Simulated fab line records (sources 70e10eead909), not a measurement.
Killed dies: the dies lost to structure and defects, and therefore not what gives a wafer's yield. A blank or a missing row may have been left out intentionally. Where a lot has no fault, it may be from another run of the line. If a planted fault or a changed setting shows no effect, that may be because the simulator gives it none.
A struck lot beside a sound one    flow nand-harc    13 steps out of a route of 1159
Sound: wafers L376.2, L376.5, L376.6. Wafers L361.3, L361.4, L361.5 were the ones struck. The cause is named last.
Order at every step that has rows: each side's tool, ch and its chambers, its first start. Under that, the readings that differ: sound wafers    struck wafers    difference of the means    sigmas: that difference in standard deviations of wafers without a fault.
alike: a reading whose means differ by less than 2 such deviations, as well as words and numbers matching on both sides. not compared: withheld readings; readings where some wafer has no value; bounds like >300 that might hide an equal value; numbers whose values overlap and for which the record gives no deviation.
The two part at a step that has a row with sigmas, a row that says differs or no value, or rows on one side only. Numbers that have no deviation but don't overlap get no sigmas and don't part them. Lack of a reading on every wafer of one side parts them only where that side has two or more wafers.

NHARC_A_WL_FILL_STRIP_27: strips in N2/H2, time 20 s.
  sound on plasma-asher-02 ch 0,1, day 20 03:22; struck on plasma-asher-02 ch 0,1, day 16 21:22
  alike: drypump-motor-current-A, heater-power-w
  not compared: rf-hours-counter-h
then, 4 steps without rows for these wafers: NHARC_A_WL_FILL_STRIP_28 (strips in post etch residue remover, time 1200 s); NHARC_A_WL_FILL_PRECLEAN_06 (cleans in DIW, time 300 s); NHARC_A_WL_FILL_SRD_07; NHARC_A_WL_FILL_ANNEAL_08 (time 1800 s).
NHARC_A_WL_FILL_ALD_10: deposits SiO2, target thk 50 nm, pulse time 10 s, ald cycles 500.
  sound on ald-hk-01 ch 0,3, day 20 09:07; struck on ald-hk-02 ch 0,2,3, day 17 03:37
  alike: heater-power-w, precursor-pulse-height-rel
NHARC_A_WL_FILL_ETCHBACK_16: etches the open film in C4F8/O2/Ar, target depth 88 nm, time 17.6 s.
  sound on rie-diel-13 ch 0,2,3; struck on rie-diel-08 ch 0,1,3
  alike: oes-product-au, rf-vpp-V
  not compared: rf-hours-counter-h
then, 1 step without rows for these wafers: NHARC_A_WL_FILL_STRIP_29 (strips in O2, time 20 s).
NHARC_A_WL_FILL_ETCHBACK_17: etches the open film in Cl2/BCl3, target depth 4 nm, time 26.7 s.
  sound on rie-metal-03 ch 0,1, day 20 13:24; struck on rie-metal-01 ch 1, day 17 07:31
  alike: drypump-motor-current-A, oes-product-au
  not compared: rf-hours-counter-h
then, 2 steps without rows for these wafers: NHARC_A_WL_FILL_PRECLEAN_18 (cleans in dHF, time 30 s); NHARC_A_WL_FILL_SRD_21.
NHARC_A_WL_FILL_CVD_23: deposits poly-Si, target thk 40 nm, time 800 s.
  sound on lpcvd-poly-02 ch 0, day 20 15:52; struck on lpcvd-poly-02, day 17 10:01
  no value came back on the struck wafers for any of 5 readings (pressure-mtorr (mTorr), run-length-s (s) and others); on the sound wafers pressure-mtorr (mTorr) reads 200.5 200.0 199.9
NHARC_A_WL_FILL_ETCHBACK_26: etches the open film in HBr, target depth 52 nm, time 13.3 s.
  sound on rie-si-03 ch 1,2, day 20 18:26; struck on rie-si-01 ch 0,1,2, day 17 12:37
  alike: drypump-motor-current-A, oes-product-au, throttle-valve-pct
  not compared: rf-hours-counter-h

WHERE THEY PART
NHARC_A_WL_FILL_CVD_23 only, going by this record. Later steps at which nothing parts them and some readings are alike: NHARC_A_WL_FILL_ETCHBACK_26.

WHY: whatever the simulator had introduced
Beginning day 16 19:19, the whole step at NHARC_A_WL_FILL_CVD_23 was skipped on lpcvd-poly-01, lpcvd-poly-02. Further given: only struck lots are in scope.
